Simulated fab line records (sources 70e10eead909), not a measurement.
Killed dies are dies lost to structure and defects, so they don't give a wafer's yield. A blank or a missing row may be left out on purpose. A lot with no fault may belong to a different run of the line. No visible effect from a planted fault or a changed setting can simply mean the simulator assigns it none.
The tool behind it: which one?	flow nand_harc	72 wafers from 24 lots sampled at 6 of the route's 1302 steps

## WHAT THE GAUGES SHOWED, per wafer
NHARC_A_SGD_CUT_INSPECT_11. Usual: raw_defect_count at 51, with a standard deviation of 32.
lot	measured	on	raw_defect_count	flag
L074	day 19 14:46	defect_inspect-01	20 30 15	
L076	day 19 14:23	defect_inspect-02	67 65 67	
L075	day 19 17:41	defect_inspect-02	54 61 67	
L077	day 21 00:11	defect_inspect-02	66 73 74	
L079	day 20 23:56	defect_inspect-02	18 28 23	
L078	day 21 07:12	defect_inspect-01	118 100 115	
L080	day 21 20:23	defect_inspect-01	74 62 54	
L081	day 22 17:40	defect_inspect-02	98 92 102	
L082	day 22 23:02	defect_inspect-02	17 25 18	
L084	day 23 05:20	defect_inspect-02	80 85 79	
L083	day 23 08:00	defect_inspect-01	26 35 30	
L085	day 23 15:29	defect_inspect-02	88 70 78	
L086	day 23 21:10	defect_inspect-01	7 9 13	
L088	day 24 19:50	defect_inspect-02	33 39 35	
L089	day 24 19:35	defect_inspect-02	59 72 56	
L087	day 25 00:38	defect_inspect-02	86 80 102	
L091	day 26 11:17	defect_inspect-01	20 20 27	
L092	day 26 11:34	defect_inspect-01	19 23 23	
L090	day 26 10:52	defect_inspect-02	49 42 53	
L093	day 27 03:46	defect_inspect-02	24 16 25	
L097	day 28 08:42	defect_inspect-02	74 59 78	
L096	day 28 12:08	defect_inspect-02	7 8 11	
L095	day 28 11:52	defect_inspect-02	77 69 70	
L094	day 28 11:41	defect_inspect-02	3 18 16	

## WHAT TOOL EACH LOT RAN ON (gives the tool, then ch and the chambers of the sampled wafers, and finally the start)
lot	NHARC_A_STAIRCASE_DEP_280	NHARC_A_STAIRCASE_DEP_301	NHARC_A_STAIRCASE_CMP_450	NHARC_A_STAIRCASE_ETCHBACK_157	NHARC_A_SGD_CUT_DEP_00
L074	pecvd-04 ch 1,2, day 16 18:20	pecvd-01 ch 0,1,2, day 17 04:34	cmp-03 ch 0,1,3, day 19 12:03	rie_diel-11 ch 1,2,3, day 19 12:58	pecvd-02 ch 0,1,2, day 19 13:56
L076	pecvd-03 ch 1,2, day 16 20:13	pecvd-04 ch 0,1, day 17 08:29	cmp-01 ch 1,2, day 19 11:41	rie_diel-11 ch 0,2, day 19 12:35	pecvd-03 ch 1,2, day 19 13:32
L075	pecvd-04 ch 1,2, day 17 02:51	pecvd-04 ch 0,2, day 17 13:13	cmp-04 ch 0,1,3, day 19 14:53	rie_diel-13 ch 1,2, day 19 15:49	pecvd-02 ch 0,1, day 19 16:50
L077	pecvd-03 ch 0,2, day 18 01:59	pecvd-04 ch 0,2, day 18 07:14	cmp-04 ch 0,1,2, day 20 21:27	rie_diel-13 ch 1,2,3, day 20 22:21	pecvd-02 ch 1,2, day 20 23:20
L079	pecvd-01 ch 0,1, day 18 15:06	pecvd-01 ch 1,2, day 18 20:22	cmp-01 ch 0,1,3, day 20 21:21	rie_diel-09 ch 0,1,2, day 20 22:14	pecvd-01 ch 0,2, day 20 23:13
L078	pecvd-04 ch 0,1, day 18 18:29	pecvd-01 ch 0,2, day 19 02:28	cmp-04 ch 0,3, day 21 04:37	rie_diel-13 ch 0,2,3, day 21 05:31	pecvd-02 ch 1,2, day 21 06:29
L080	pecvd-03 ch 0,1, day 19 04:24	pecvd-04 ch 0,1,2, day 19 15:16	cmp-04 ch 0,2, day 21 17:46	rie_diel-13 ch 1,2,3, day 21 18:42	pecvd-03 ch 1,2, day 21 19:44
L081	pecvd-03 ch 0,1, day 20 00:31	pecvd-04 ch 0,2, day 20 09:15	cmp-03 ch 0,1,2, day 22 14:48	rie_diel-13 ch 0,1,3, day 22 15:52	pecvd-02 ch 0,2, day 22 16:52
L082	pecvd-01 ch 0,1,2, day 20 07:08	pecvd-03 ch 0,1,2, day 20 12:32	cmp-03 ch 0,1, day 22 19:54	rie_diel-11 ch 1,3, day 22 20:47	pecvd-01 ch 1,2, day 22 22:13
L084	pecvd-01 ch 0,2, day 20 14:41	pecvd-04 ch 1,2, day 20 23:40	cmp-01 ch 0,1,2, day 23 02:34	rie_diel-11 ch 0,1,3, day 23 03:32	pecvd-02 ch 0,1,2, day 23 04:29
L083	pecvd-04 ch 0,1, day 20 16:25	pecvd-03 ch 0,1, day 20 21:51	cmp-04 ch 1,2, day 23 05:25	rie_diel-11 ch 0,3, day 23 06:19	pecvd-02 ch 0,1, day 23 07:17
L085	pecvd-03 ch 0,1,2, day 21 01:46	pecvd-03 ch 0,1,2, day 21 06:44	cmp-03 ch 0,1,2, day 23 12:47	rie_diel-11 ch 0,1,3, day 23 13:44	pecvd-02 ch 0,1,2, day 23 14:44
L086	pecvd-03 ch 0,1,2, day 21 08:31	pecvd-03 ch 0,1,2, day 21 14:52	cmp-01 ch 0,2,3, day 23 18:29	rie_diel-13 ch 1,2,3, day 23 19:22	pecvd-01 ch 0,1,2, day 23 20:20
L088	pecvd-01 ch 1,2, day 22 09:18	pecvd-03 ch 1,2, day 22 14:44	cmp-01 ch 0,1, day 24 16:49	rie_diel-09 ch 0,1, day 24 17:49	pecvd-02 ch 0,1,2, day 24 19:02
L089	pecvd-03 ch 0,1,2, day 22 10:44	pecvd-01 ch 1,2, day 22 16:34	cmp-03 ch 0,1, day 24 16:32	rie_diel-09 ch 0,1, day 24 17:32	pecvd-03 ch 1,2, day 24 18:52
L087	pecvd-03 ch 0,1,2, day 22 19:13	pecvd-03 ch 0,1,2, day 23 00:24	cmp-01 ch 1,2, day 24 21:48	rie_diel-11 ch 1,2, day 24 22:47	pecvd-02 ch 1,2, day 24 23:49
L091	pecvd-01 ch 0,1,2, day 23 18:11	pecvd-01 ch 0,1, day 24 00:56	cmp-03 ch 1,3, day 26 08:35	rie_diel-13 ch 1,2,3, day 26 09:28	pecvd-03 ch 0,2, day 26 10:28
L092	pecvd-01 ch 0,1,2, day 23 23:04	pecvd-01 ch 0,1, day 24 04:34	cmp-01 ch 0,1,2, day 26 08:53	rie_diel-13 ch 1,2,3, day 26 09:53	pecvd-02 ch 1,2, day 26 10:52
L090	pecvd-01 ch 0,1,2, day 24 03:17	pecvd-01 ch 0,1,2, day 24 08:28	cmp-01 ch 0,1,3, day 26 08:14	rie_diel-13 ch 0,1,2, day 26 09:13	pecvd-03 ch 0,1,2, day 26 10:14
L093	pecvd-03 ch 0,1,2, day 24 21:47	pecvd-01 ch 0,2, day 25 03:22	cmp-04 ch 0,1,2, day 27 01:01	rie_diel-09 ch 0,2,3, day 27 01:58	pecvd-01 ch 0,1, day 27 02:55
L097	pecvd-03 ch 0,1,2, day 25 16:32	pecvd-03 ch 0,2, day 26 00:49	cmp-03 ch 1,2,3, day 28 03:34	rie_diel-13 ch 0,2,3, day 28 06:44	pecvd-01 ch 0,1,2, day 28 07:53
L096	pecvd-03 ch 0,2, day 25 18:54	pecvd-03 ch 1,2, day 26 03:31	cmp-01 ch 0,1,2, day 28 09:30	rie_diel-09 ch 0,2,3, day 28 10:22	pecvd-02 ch 0,2, day 28 11:25
L095	pecvd-01 ch 1,2, day 25 22:56	pecvd-04 ch 0,1,2, day 26 05:21	cmp-03 ch 2,3, day 28 09:15	rie_diel-11 ch 0,3, day 28 10:08	pecvd-02 ch 0,1, day 28 11:08
L094	pecvd-01 ch 0,1,2, day 26 01:01	pecvd-03 ch 1,2, day 26 12:13	cmp-04 ch 0,1,3, day 28 09:02	rie_diel-09 ch 0,1,2, day 28 09:55	pecvd-02 ch 0,1,2, day 28 11:00
- NHARC_A_STAIRCASE_DEP_280: deposits SiON, target thk 30 nm.
- NHARC_A_STAIRCASE_DEP_301: deposits SiON, target thk 30 nm.
- NHARC_A_STAIRCASE_CMP_450: polishes SiO2, target thk 200 nm.
- NHARC_A_STAIRCASE_ETCHBACK_157: etches the open film in CH3F/O2, target depth 90 nm, time 167.14 s.
- NHARC_A_SGD_CUT_DEP_00: deposits SiNx, target thk 50 nm.

## AS READ BY THE TOOLS THEMSELVES (means over the sampled wafers that have a number; for cases with no such wafer, the mark the record gives instead)
NHARC_A_STAIRCASE_DEP_280. Usual: heater_power_w at 737 W, with a standard deviation of 97.
lot	tool	heater_power_w (W)	flag
L074	pecvd-04	719	
L076	pecvd-03	607	
L075	pecvd-04	766	
L077	pecvd-03	618	
L079	pecvd-01	797	
L078	pecvd-04	841	
L080	pecvd-03	694	
L081	pecvd-03	691	
L082	pecvd-01	814	
L084	pecvd-01	796	
L083	pecvd-04	813	
L085	pecvd-03	639	
L086	pecvd-03	624	
L088	pecvd-01	748	
L089	pecvd-03	659	
L087	pecvd-03	648	
L091	pecvd-01	830	
L092	pecvd-01	794	
L090	pecvd-01	795	
L093	pecvd-03	726	
L097	pecvd-03	686	
L096	pecvd-03	733	
L095	pecvd-01	798	
L094	pecvd-01	790	

NHARC_A_STAIRCASE_DEP_301. Usual: heater_power_w at 746 W, with a standard deviation of 95.
lot	tool	heater_power_w (W)	flag
L074	pecvd-01	788	
L076	pecvd-04	803	
L075	pecvd-04	819	
L077	pecvd-04	861	
L079	pecvd-01	842	
L078	pecvd-01	861	
L080	pecvd-04	733	
L081	pecvd-04	869	
L082	pecvd-03	636	
L084	pecvd-04	823	
L083	pecvd-03	671	
L085	pecvd-03	644	
L086	pecvd-03	646	
L088	pecvd-03	617	
L089	pecvd-01	746	
L087	pecvd-03	655	
L091	pecvd-01	792	
L092	pecvd-01	812	
L090	pecvd-01	774	
L093	pecvd-01	861	
L097	pecvd-03	671	
L096	pecvd-03	722	
L095	pecvd-04	788	
L094	pecvd-03	706	

NHARC_A_STAIRCASE_CMP_450. Usual: edge_zone_pressure_frac 1.000, standard deviation 0.0047; motor_current_A 11.9 A, standard deviation 1.2; retaining_ring_pressure_frac 0.999, standard deviation 0.0051.
lot	tool	edge_zone_pressure_frac	motor_current_A (A)	retaining_ring_pressure_frac	flag
L074	cmp-03	1.000	10.9	1.000	
L076	cmp-01	0.999	11.6	1.002	
L075	cmp-04	1.002	12.0	0.995	
L077	cmp-04	1.001	12.0	0.997	
L079	cmp-01	1.001	12.1	0.996	
L078	cmp-04	0.997	11.0	0.998	
L080	cmp-04	1.000	10.9	1.008	
L081	cmp-03	0.996	12.4	0.996	
L082	cmp-03	1.004	11.6	1.004	
L084	cmp-01	1.005	12.5	0.999	
L083	cmp-04	1.002	12.5	0.999	
L085	cmp-03	1.001	12.1	0.999	
L086	cmp-01	0.999	12.3	0.998	
L088	cmp-01	0.996	12.4	1.006	
L089	cmp-03	0.998	11.3	0.996	
L087	cmp-01	1.003	11.9	0.998	
L091	cmp-03	0.998	11.9	0.999	
L092	cmp-01	1.007	11.7	1.001	
L090	cmp-01	0.997	11.9	1.000	
L093	cmp-04	1.003	12.5	0.998	
L097	cmp-03	0.991	11.5	0.998	
L096	cmp-01	0.999	12.5	0.997	
L095	cmp-03	1.004	11.4	1.002	
L094	cmp-04	1.002	11.8	0.996	

NHARC_A_STAIRCASE_ETCHBACK_157. Usual: drypump_motor_current_A 5.7 A, standard deviation 0.64; oes_product_au 0.96 a.u., standard deviation 0.035; rf_vpp_V 244.1 V, standard deviation 1.3; showerhead_plenum_p_Torr 2.44 Torr, standard deviation 0.077; throttle_valve_pct 20.664 %, standard deviation 0.0091.
lot	tool	drypump_motor_current_A (A)	oes_product_au (a.u.)	rf_vpp_V (V)	showerhead_plenum_p_Torr (Torr)	throttle_valve_pct (%)	flag
L074	rie_diel-11	5.9	1.00	243.5	2.38	20.662	
L076	rie_diel-11	6.0	1.00	243.7	2.45	20.667	
L075	rie_diel-13	5.9	0.93	244.7	2.49	20.668	
L077	rie_diel-13	5.5	0.94	244.1	2.50	20.656	
L079	rie_diel-09	6.1	0.95	245.1	2.46	20.658	
L078	rie_diel-13	5.7	1.00	245.6	2.48	20.667	
L080	rie_diel-13	5.5	0.94	245.1	2.50	20.673	
L081	rie_diel-13	5.3	0.97	244.0	2.48	20.666	
L082	rie_diel-11	5.8	0.98	241.7	2.35	20.665	
L084	rie_diel-11	5.4	0.94	242.9	2.36	20.666	
L083	rie_diel-11	5.0	0.91	243.7	2.38	20.665	
L085	rie_diel-11	5.4	0.91	242.8	2.36	20.662	
L086	rie_diel-13	5.5	1.00	244.7	2.50	20.660	
L088	rie_diel-09	6.0	0.95	244.7	2.52	20.665	
L089	rie_diel-09	5.6	1.01	244.2	2.45	20.670	
L087	rie_diel-11	6.4	1.00	243.4	2.39	20.663	
L091	rie_diel-13	5.5	0.92	244.6	2.49	20.664	
L092	rie_diel-13	5.5	0.92	245.3	2.49	20.666	
L090	rie_diel-13	5.7	0.99	244.2	2.45	20.662	
L093	rie_diel-09	5.6	0.93	243.1	2.36	20.657	
L097	rie_diel-13	5.8	0.94	244.6	2.46	20.665	
L096	rie_diel-09	5.6	0.92	243.3	2.36	20.670	
L095	rie_diel-11	4.9	1.00	245.9	2.57	20.673	
L094	rie_diel-09	6.0	0.95	244.4	2.43	20.665	

NHARC_A_SGD_CUT_DEP_00. Usual: heater_power_w at 677 W, with a standard deviation of 77.
lot	tool	heater_power_w (W)	flag
L074	pecvd-02	644	
L076	pecvd-03	551	
L075	pecvd-02	652	
L077	pecvd-02	644	
L079	pecvd-01	822	
L078	pecvd-02	650	
L080	pecvd-03	644	
L081	pecvd-02	653	
L082	pecvd-01	656	
L084	pecvd-02	661	
L083	pecvd-02	626	
L085	pecvd-02	649	
L086	pecvd-01	785	
L088	pecvd-02	647	
L089	pecvd-03	656	
L087	pecvd-02	636	
L091	pecvd-03	635	
L092	pecvd-02	600	
L090	pecvd-03	607	
L093	pecvd-01	735	
L097	pecvd-01	783	
L096	pecvd-02	687	
L095	pecvd-02	646	
L094	pecvd-02	685	

## THE ANSWER, worked out from the rows above alone
Rule: a lot is off if the mean of its wafers that have a number lies more than 3 standard deviations from the usual mean. Also off: a lot with no number at a reading for which 4 or more lots have one. Where the step has rows for the other lots, those lots are counted as sound. After the gauges, taken in route order, come the tools' own readings; for these a lot's mean is taken, as printed above. At the first step where some lot is off, the reading lying furthest off is the one used; lots without a number count as furthest.
No lot is off on any of the readings shown, so nothing can be concluded from this.

## WHAT THE SIMULATOR HAD INSERTED
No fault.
